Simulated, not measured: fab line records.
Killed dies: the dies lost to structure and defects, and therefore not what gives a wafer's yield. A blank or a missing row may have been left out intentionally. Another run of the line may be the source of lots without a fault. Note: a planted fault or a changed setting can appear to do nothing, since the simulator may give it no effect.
Matching of chambers | flow nand_harc | NHARC_P_M0_PRE_CLEAN_31 on pecvd-03 has 3 sister chambers
The step time 12 s. 14 wafers are shown with their chamber, then 7 later ones without.

== WAFERS, EACH WITH ITS CHAMBER ==
wafer  | chamber | heater_power_w (W) | rf_fwd_power_W (W)
L074.1 | 1       | 521                | 293.2
L074.2 | 2       | 756                | 292.4
L074.5 | 0       | 715                | 290.6
L075.2 | 0       | 715                | 291.5
L075.3 | 1       | 565                | 293.3
L075.5 | 2       | 618                | 292.7
L085.1 | 0       | 741                | 294.1
L085.3 | 1       | 493                | 293.8
L085.6 | 1       | 481                | 293.5
L091.2 | 0       | 678                | 292.3
L091.4 | 1       | 444                | 293.6
L091.5 | 2       | 715                | 292.5
L092.1 | 1       | 518                | 292.9
L092.5 | 2       | 671                | 291.3

SIGNATURES, as means of the wafers listed above
reading        | chamber 0 | chamber 1 | chamber 2 | scatter within a chamber
heater_power_w | 712.25    | 503.67    | 690.00    | 43.7
rf_fwd_power_W | 292.125   | 293.383   | 292.225   | 0.871
Rule: for each reading, subtract the chamber's mean from the wafer's reading, divide by that reading's scatter and square the result; add these up over the readings and take the root, which gives the wafer's distance from the chamber. The wafer belongs to the nearest chamber; if the next one is less than 2 further off, it can't be placed. How the scatter is found: for the shown wafers, subtract from each reading the mean of its chamber, square and add these, divide the total by (wafers less chambers), then take the root.

== WAFERS MISSING THEIR CHAMBER ==
wafer  | heater_power_w (W) | rf_fwd_power_W (W)
L092.6 | 511                | 292.6
L093.1 | 743                | 292.6
L093.2 | 677                | 293.7
L093.5 | 673                | 291.8
L094.1 | 723                | 292.3
L094.2 | 489                | 292.9
L094.5 | 735                | 292.5

== WHICH CHAMBER EACH WENT THROUGH ==
wafer  | from the rows above     | in truth
L092.6 | 1                       | 1
L093.1 | can't be placed: 0 or 2 | 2
L093.2 | can't be placed: 2 or 0 | 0
L093.5 | can't be placed: 2 or 0 | 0
L094.1 | can't be placed: 0 or 2 | 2
L094.2 | 1                       | 1
L094.5 | can't be placed: 0 or 2 | 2
Correct placement for 2 of the 7. From these rows, 5 cannot be placed; in 5 the true chamber is one of the candidates. Placed wrongly: 0.
